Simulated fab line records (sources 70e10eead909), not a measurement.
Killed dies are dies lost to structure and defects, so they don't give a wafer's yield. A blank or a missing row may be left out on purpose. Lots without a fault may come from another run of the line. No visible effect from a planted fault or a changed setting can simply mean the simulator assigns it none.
fab line records | flow nand-harc
record: lots: 12 wafers: 36 last-day: 33
route steps=1302 shown P_STI@85 P_GATE@139 END@1302
lots that met no fault: taken from a fault-free run of the same line
start-h: start of the lot's first displayed wafer, in hours after the record's first day | wait-h: time in hours since the lot's previous step | " unchanged from the row above | L1.1+2: a single row standing in for several wafers | - no value present, or no start provided | * or withheld: withheld | < > ~ a bound
route shown NAME@n: names a module that has steps shown in the file, with the first one's number in the route | usual: the fault-free wafers' mean and standard deviation | same: alike in all rows | chamber/n: place in a boat | sites: per-site readings | _std_site: standard deviation of those values | _edge_site: inner sites' mean taken away from outer sites' mean | radius-mm: for every site, how far away it sits from the centre of the wafer | mask NAME#n: copy n | behind: tool/chamber where the wafer was last shaped | hold: reason for holding the lot/hours on hold/outcome of the hold | device: which transistor (n, p or np) failed to switch | end of line: the tests these same wafers got at the end of their route | step lacking rows: just its recipe | killed: dies that structure and defects cost at the first sort, which is not the same as the wafer's yield | map: a wafer's dies, x killed, . not, _ none there
set.NAME: setting as actually run; set.NAME@STEP: the setting as run at that earlier step | model.NAME: the simulator's own value behind a step, which no gauge read
steps of the route over a sample of lots; a table a step, a row a wafer
services: a tool's chamber out of use, with start hour (start-h, from the record's first day; less than 0 if before it), hours out, and reason
== steps ==
step: NHARC_P_STI_INSPECT_11
usual: raw-defect-count: 6/3.1
columns lot.wafer tool chamber start-h wait-h raw-defect-count
L330.1 defect-inspect-02 - 44.44 0.0 5
L330.5 " - " " 0
L330.6 " - " " 7
L331.3 defect-inspect-01 - 52.92 0.0 7
L331.4 " - " " 9
L331.6 " - " " 4
L332.1 defect-inspect-02 - 63.08 0.0 6
L332.3 " - " " 8
L332.6 " - " " 8
L333.3 defect-inspect-02 - 75.24 0.0 1
L333.4 " - " " 1
L333.6 " - " " 7
L334.1 defect-inspect-02 - 83.64 0.0 6
L334.2 " - " " 8
L334.6 " - " " 4
L340.3 defect-inspect-02 - 144.12 0.0 8
L340.5 " - " " 6
L340.6 " - " " 10
L341.1 defect-inspect-02 - 155.96 0.0 8
L341.2 " - " " 3
L341.6 " - " " 5
L343.1 defect-inspect-01 - 174.28 0.0 7
L343.4 " - " " 18
L343.6 " - " " 6
L349.3 defect-inspect-01 - 237.84 0.0 7
L349.4 " - " " 7
L349.5 " - " " 9
L350.1 defect-inspect-02 - 246.85 0.0 4
L350.2 " - " " 2
L350.5 " - " " 6
L352.2 defect-inspect-01 - 262.23 0.0 6
L352.3 " - " " 7
L352.5 " - " " 9
L353.3 defect-inspect-02 - 273.54 0.0 7
L353.4 " - " " 6
L353.5 " - " " 7
step: NHARC_P_GATE_PEB_24
recipe: peb-temp-c: 100 peb-time-s: 65
usual: heater-power-total-W: 156.6/0.42 plate-temp-C: 100.00/0.12
columns lot.wafer tool chamber start-h wait-h heater-power-total-W plate-temp-C
L330.1 litho-track-01 0 95.72 0.1 157.1 99.99
L330.5 " 0 " " 157.2 100.01
L330.6 " 0 " " 156.9 100.03
L331.3 litho-track-01 0 108.95 0.0 156.9 99.97
L331.4 " 0 " " 156.9 99.88
L331.6 " 0 " " 156.0 100.08
L332.1 litho-track-04 0 111.93 0.1 156.4 99.89
L332.3 " 0 " " 156.4 99.92
L332.6 " 0 " " 157.0 99.92
L333.3 litho-track-06 0 128.26 0.0 157.1 100.00
L333.4 " 0 " " 155.9 99.91
L333.6 " 0 " " 156.4 100.02
L334.1 litho-track-06 0 134.36 0.1 156.8 99.93
L334.2 " 0 " " 156.5 100.13
L334.6 " 0 " " 157.1 100.11
L340.3 litho-track-01 0 194.66 0.0 156.6 99.80
L340.5 " 0 " " 157.1 99.91
L340.6 " 0 " " 157.1 99.80
L341.1 litho-track-01 0 208.08 0.1 125.4 85.50
L341.2 " 0 " " 125.7 85.24
L341.6 " 0 " " 125.5 85.21
L343.1 litho-track-01 0 227.66 0.1 125.2 85.25
L343.4 " 0 " " 125.3 85.20
L343.6 " 0 " " 125.7 85.30
L349.3 litho-track-06 0 292.90 0.0 157.0 99.95
L349.4 " 0 " " 157.1 100.05
L349.5 " 0 " " 156.7 100.01
L350.1 litho-track-04 0 303.42 0.1 156.9 100.07
L350.2 " 0 " " 156.9 100.00
L350.5 " 0 " " 157.0 100.22
L352.2 litho-track-04 0 318.63 0.1 155.9 100.02
L352.3 " 0 " " 156.4 100.12
L352.5 " 0 " " 157.0 100.09
L353.3 litho-track-01 0 326.24 0.0 157.1 99.93
L353.4 " 0 " " 156.7 99.83
L353.5 " 0 " " 156.6 99.96
step: NHARC_P_GATE_CD_MEAS_26
recipe: target-cd-nm: 120 landing-energy-ev: 500
usual: cd-nm: 119.6/0.63
columns lot.wafer tool chamber start-h wait-h cd-nm
L330.1 cd-sem-02 0 95.80 - 119.9
L330.5 " 0 " " 119.6
L330.6 " 0 " " 119.4
L331.3 cd-sem-03 0 109.04 - 120.2
L331.4 " 0 " " 120.4
L331.6 " 0 " " 120.0
L332.1 cd-sem-02 0 112.01 - 119.9
L332.3 " 0 " " 119.9
L332.6 " 0 " " 119.7
L333.3 cd-sem-02 0 128.34 - 119.3
L333.4 " 0 " " 118.9
L333.6 " 0 " " 118.6
L334.1 cd-sem-03 0 134.44 - 118.6
L334.2 " 0 " " 118.2
L334.6 " 0 " " 118.9
L340.3 cd-sem-01 0 194.74 - 120.4
L340.5 " 0 " " 120.1
L340.6 " 0 " " 120.3
L341.1 cd-sem-02 0 208.15 - 202.2
L341.2 " 0 " " 202.3
L341.6 " 0 " " 202.6
L343.1 cd-sem-02 0 227.74 - 202.5
L343.4 " 0 " " 201.9
L343.6 " 0 " " 202.4
L349.3 cd-sem-01 0 292.98 - 119.4
L349.4 " 0 " " 119.3
L349.5 " 0 " " 119.9
L350.1 cd-sem-02 0 303.50 - 120.1
L350.2 " 0 " " 120.1
L350.5 " 0 " " 119.7
L352.2 cd-sem-01 0 318.71 - 119.3
L352.3 " 0 " " 119.0
L352.5 " 0 " " 118.5
L353.3 cd-sem-03 0 326.33 - 119.9
L353.4 " 0 " " 119.4
L353.5 " 0 " " 119.5
step: NHARC_P_GATE_ETCH_104
recipe: target-depth-a: 600 time-s: withheld cf4-flow-sccm: 100 chf3-flow-sccm: 30 ar-flow-sccm: 0 rf-w: 500 bias-w: 200 chemistry: CF4/CHF3
usual: drypump-motor-current-A: 5.7/0.38 oes-product-au: 0.954/0.023 rf-vpp-V: 369.9/2.1 showerhead-plenum-p-Torr: 1.55/0.058 throttle-valve-pct: 16.802/0.0089
columns lot.wafer tool chamber start-h wait-h drypump-motor-current-A oes-product-au rf-vpp-V showerhead-plenum-p-Torr throttle-valve-pct
L330.1 rie-diel-02 0 96.07 0.1 5.6 0.910 369.2 1.52 16.796
L330.6 " 3 " " 5.9 0.922 368.6 1.52 16.804
L330.5 " 0 " " 5.6 0.907 369.2 1.52 16.788
L331.3 rie-diel-02 2 109.31 0.1 6.1 0.957 367.2 1.49 16.798
L331.4 " 3 " " 6.0 0.985 368.2 1.52 16.816
L331.6 " 1 " " 6.0 0.970 367.7 1.49 16.802
L332.3 rie-diel-07 1 112.28 0.1 5.6 0.946 369.5 1.52 16.798
L332.1 " 2 " " 6.0 0.970 371.8 1.62 16.797
L332.6 " 3 " " 6.4 0.987 368.5 1.51 16.799
L333.3 rie-diel-07 1 128.61 0.1 5.6 0.961 368.2 1.52 16.808
L333.4 " 3 " " 6.4 0.970 366.9 1.51 16.794
L333.6 " 1 " " 5.6 0.966 368.1 1.52 16.812
L334.1 rie-diel-01 0 134.72 0.1 6.0 0.929 369.7 1.58 16.782
L334.2 " 2 " " 5.3 0.928 371.8 1.58 16.817
L334.6 " 0 " " 6.0 0.930 371.2 1.58 16.795
L340.3 rie-diel-01 2 195.04 0.1 5.3 0.969 371.9 1.58 16.803
L340.5 " 1 " " 5.3 0.981 367.6 1.53 16.805
L340.6 " 2 " " 5.3 0.970 370.7 1.58 16.817
L341.2 rie-diel-02 0 208.43 0.1 5.6 0.915 368.5 1.52 16.804
L341.1 " 2 " " 6.1 0.916 368.6 1.49 16.805
L341.6 " 0 " " 5.6 0.920 368.8 1.52 16.794
L343.4 rie-diel-02 3 228.02 0.1 5.9 0.956 368.3 1.52 16.800
L343.1 " 1 " " 5.9 0.990 367.3 1.49 16.799
L343.6 " 2 " " 6.0 0.986 368.8 1.49 16.800
L349.3 rie-diel-02 1 293.26 0.1 6.0 0.964 367.1 1.49 16.793
L349.4 " 2 " " 6.0 0.958 367.5 1.49 16.794
L349.5 " 3 " " 5.9 0.975 369.5 1.52 16.801
L350.2 rie-diel-07 2 303.77 0.1 6.0 0.975 371.0 1.62 16.811
L350.1 " 0 " " 5.1 0.950 374.0 1.68 16.797
L350.5 " 2 " " 6.0 0.985 371.6 1.62 16.803
L352.3 rie-diel-07 2 318.98 0.1 6.0 0.956 371.6 1.62 16.814
L352.2 " 0 " " 5.1 0.959 374.3 1.68 16.806
L352.5 " 3 " " 6.4 0.980 368.7 1.51 16.793
L353.4 rie-diel-01 2 326.59 0.1 5.3 0.952 369.3 1.58 16.817
L353.3 " 3 " " 5.7 0.978 369.3 1.53 16.799
L353.5 " 2 " " 5.3 0.957 372.0 1.58 16.829
step: NHARC_P_GATE_ETCH_32
recipe: target-depth-a: 1500 over-etch-frac: 1 over-etch-ion-energy-ev: 40 time-s: 100.1 hbr-flow-sccm: 150 cl2-flow-sccm: 50 rf-w: 400 icp-w: 400 bias-w: 100 chemistry: HBr/Cl2
usual: drypump-motor-current-A: 5.8/0.46 he-backside-leak-sccm: 2.73/0.26 oes-product-au: 0.996/0.011 throttle-valve-pct: 26.405/0.0088
columns lot.wafer tool chamber start-h wait-h drypump-motor-current-A he-backside-leak-sccm oes-product-au rf-hours-counter-h throttle-valve-pct
L330.1 rie-si-01 0 96.47 - 5.6 2.54 0.990 0.4 26.416
L330.5 " 3 " " 6.1 2.48 0.987 - 26.404
L330.6 " 2 " " 6.2 2.93 1.000 - 26.399
L331.3 rie-si-02 0 109.68 - 5.6 2.43 0.983 0.0 26.422
L331.4 " 2 " " 6.6 2.96 0.993 0.0 26.387
L331.6 " 1 " " 5.2 2.93 1.000 - 26.407
L332.1 rie-si-03 3 112.65 - 5.7 2.52 0.986 0.4 26.404
L332.3 " 0 " " 5.6 2.34 1.002 0.4 26.403
L332.6 " 3 " " 5.7 2.52 0.989 - 26.418
L333.3 rie-si-01 3 128.98 - 6.1 2.76 0.985 0.6 26.412
L333.4 " 0 " " 5.6 2.53 0.989 0.6 26.420
L333.6 " 3 " " 6.1 2.66 0.985 - 26.408
L334.2 rie-si-03 3 135.10 - 5.7 2.42 0.986 0.5 26.391
L334.1 " 1 " " 6.7 2.58 1.013 0.5 26.408
L334.6 " 0 " " 5.6 2.24 0.994 - 26.400
L340.3 rie-si-02 0 195.47 - 5.6 2.48 0.986 0.4 26.405
L340.5 " 3 " " 5.2 2.94 1.010 - 26.411
L340.6 " 0 " " 5.6 2.32 0.984 - 26.395
L341.2 rie-si-01 0 208.82 - 5.5 2.33 0.992 0.0 26.401
L341.1 " 2 " " 6.2 2.83 0.984 0.1 26.424
L341.6 " 3 " " 6.1 2.62 0.997 - 26.400
L343.4 rie-si-01 3 228.42 - 6.1 2.66 0.992 0.2 26.408
L343.1 " 0 " " 5.6 2.39 0.991 0.2 26.428
L343.6 " 1 " " 5.9 3.27 0.986 - 26.414
L349.3 rie-si-01 3 293.62 - 6.1 2.58 1.013 0.7 26.406
L349.4 " 2 " " 6.2 2.90 0.983 0.6 26.396
L349.5 " 3 " " 6.1 2.67 1.015 - 26.410
L350.2 rie-si-01 3 304.16 - 6.2 2.59 0.994 0.8 26.381
L350.1 " 0 " " 5.6 2.51 1.011 0.8 26.393
L350.5 " 2 " " 6.2 2.99 0.986 - 26.401
L352.3 rie-si-01 1 319.35 - 5.9 2.98 0.984 0.8 26.394
L352.2 " 2 " " 6.2 2.96 0.981 0.8 26.404
L352.5 " 1 " " 5.9 3.06 0.974 - 26.399
L353.4 rie-si-02 3 327.01 - 5.2 2.96 1.027 0.2 26.389
L353.3 " 0 " " 5.6 2.26 0.989 0.2 26.408
L353.5 " 2 " " 6.6 2.78 1.008 - 26.412
step: NHARC_END_SORT_01
recipe: temp-c: 25
usual: killed-at-array: 52/18 killed-at-other: 1.2/1.5 killed-at-periphery: 4/3.2 killed-dies: 57/17 killed-open: 3.1/1.9 killed-short: 2.5/1.7
same: gross-dies: 677
columns lot.wafer tool chamber start-h wait-h killed-at-array killed-at-other killed-at-periphery killed-dies killed-open killed-short
L341.1 prober-01 0 672.62 2.5 40 0 637 677 0 2
L341.2 prober-01 0 673.44 2.8 36 0 641 677 3 5
L341.6 prober-01 0 676.70 4.1 31 0 646 677 4 4
L343.1 prober-01 0 685.50 2.5 29 0 648 677 2 3
L343.4 prober-01 0 687.92 3.4 19 0 658 677 4 3
L343.6 prober-01 0 689.52 4.0 21 1 655 677 2 2
killed by level:class
L341.1 P_GATE:area-peb=635 A_CHANNEL_HOLE_D2:chamber-film-flake=13 A_CONTACT:chamber-film-flake=8 A_CHANNEL_HOLE_D1:chamber-film-flake=5 A_WL_FILL:chamber-film-flake=5 A_STAIRCASE:chamber-film-flake=3 A_SLIT:chamber-film-flake=2 A_ONON_D1:geometric-particle:short=1
L341.2 P_GATE:area-peb=636 A_CHANNEL_HOLE_D2:chamber-film-flake=12 A_CHANNEL_HOLE_D1:chamber-film-flake=5 P_M2:chamber-film-flake=3 A_STAIRCASE:chamber-film-flake=3 A_SLIT:chamber-film-flake=3 A_DECK1_JOINT:geometric-particle:short=2 A_WL_FILL:geometric-particle:open=2
L341.6 P_GATE:area-peb=642 A_CHANNEL_HOLE_D2:chamber-film-flake=11 A_CHANNEL_HOLE_D1:chamber-film-flake=4 A_CONTACT:chamber-film-flake=3 P_GATE:chamber-film-flake=2 P_M2:chamber-film-flake=2 A_STAIRCASE:chamber-film-flake=2 A_ONON_D1:geometric-particle:short=1
L343.1 P_GATE:area-peb=635 A_CHANNEL_HOLE_D1:chamber-film-flake=14 P_GATE:chamber-film-flake=6 A_SLIT:chamber-film-flake=5 P_M0:chamber-film-flake=2 P_BONDPAD:chamber-film-flake=2 A_DECK1_JOINT:chamber-film-flake=2 A_WL_FILL:chamber-film-flake=2
L343.4 P_GATE:area-peb=644 P_GATE:chamber-film-flake=7 A_CHANNEL_HOLE_D1:chamber-film-flake=5 P_M0:chamber-film-flake=3 A_CHANNEL_FILL_D1:chamber-film-flake=3 A_SLIT:chamber-film-flake=3 P_STI:geometric-particle:open=1 A_ONON_D1:geometric-particle:short=1
L343.6 P_GATE:area-peb=640 A_CHANNEL_HOLE_D1:chamber-film-flake=7 P_BONDPAD:chamber-film-flake=5 P_M0:chamber-film-flake=4 P_STI:chamber-film-flake=3 A_WL_FILL:chamber-film-flake=3 A_CONTACT:chamber-film-flake=3 A_SLIT:chamber-film-flake=2
== services ==
columns tool chamber start-h hours kind
rie-diel-07 - 89.18 0.6 repair
rie-si-01 1 94.60 2.7 repair
rie-si-02 - 100.00 9.0 pm
rie-si-01 3 108.84 6.5 repair
rie-diel-07 - 117.20 9.0 pm
rie-si-02 - 142.69 1.6 repair
rie-si-01 3 145.25 31.5 repair
litho-track-01 - 155.00 7.0 pm
rie-si-01 2 167.55 8.8 repair
rie-si-01 - 169.16 0.9 repair
litho-track-06 - 179.00 7.0 pm
rie-diel-01 0 188.55 13.6 repair
rie-si-01 - 193.00 9.0 pm
rie-diel-02 1 199.48 5.8 repair
litho-track-04 - 203.00 7.0 pm
rie-diel-02 - 216.70 9.0 pm
rie-diel-07 0 225.93 9.2 repair
rie-si-01 - 233.12 0.4 repair
rie-diel-02 1 236.01 5.9 repair
rie-si-01 3 238.70 2.7 repair
rie-si-01 2 242.06 4.5 repair
rie-diel-02 0 246.96 6.5 repair
rie-diel-07 - 294.20 9.0 pm
rie-si-01 - 295.21 0.6 repair
== key ==
first-sign: step: NHARC_P_GATE_PEB_24 reading: plate-temp-C direction: down sigmas: 99+ usual: * struck: *
effect: step: NHARC_P_GATE_PEB_24 reading: heater-power-total-W direction: down sigmas: 75 usual: * struck: *
effect: step: NHARC_P_GATE_CD_MEAS_26 reading: cd-nm direction: up sigmas: 99+ usual: 119.6 struck: 202.3
effect: step: NHARC_END_SORT_01 reading: killed-at-periphery direction: up sigmas: 99+ usual: 4 struck: 648
more-kills-born-at: NHARC_P_GATE_PEB_24@litho-track-01: 3832
met-at NHARC_P_GATE_PEB_24
struck-lots L341,L343
later-rows-left-out L341.1,L341.2,L341.6,L343.1,L343.4,L343.6
tester-left-out L341,L343
not-acting-at NHARC_P_STI_INSPECT_11,NHARC_P_GATE_ETCH_104,NHARC_P_GATE_ETCH_32
onset-between 194.66 208.08
fault: kind: process-parameter-drift tool: litho-track-01 chamber: - onset-h: 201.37 steps: NHARC_P_GATE_PEB_24 channel: peb-temp-c offset: * shape: step end-h: 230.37 acts-in: * stated: *
tester-left-out: of these lots the tester's yield and bins aren't shown, on N5 and GAA mostly nor the transistor test; their killed dies are dies lost to structure and defects alone, not to doping, threshold or leakage, so they don't give the yield
later-rows-left-out: the simulator's readings of these wafers behind a module that went badly wrong aren't trusted and aren't shown, but for the sort
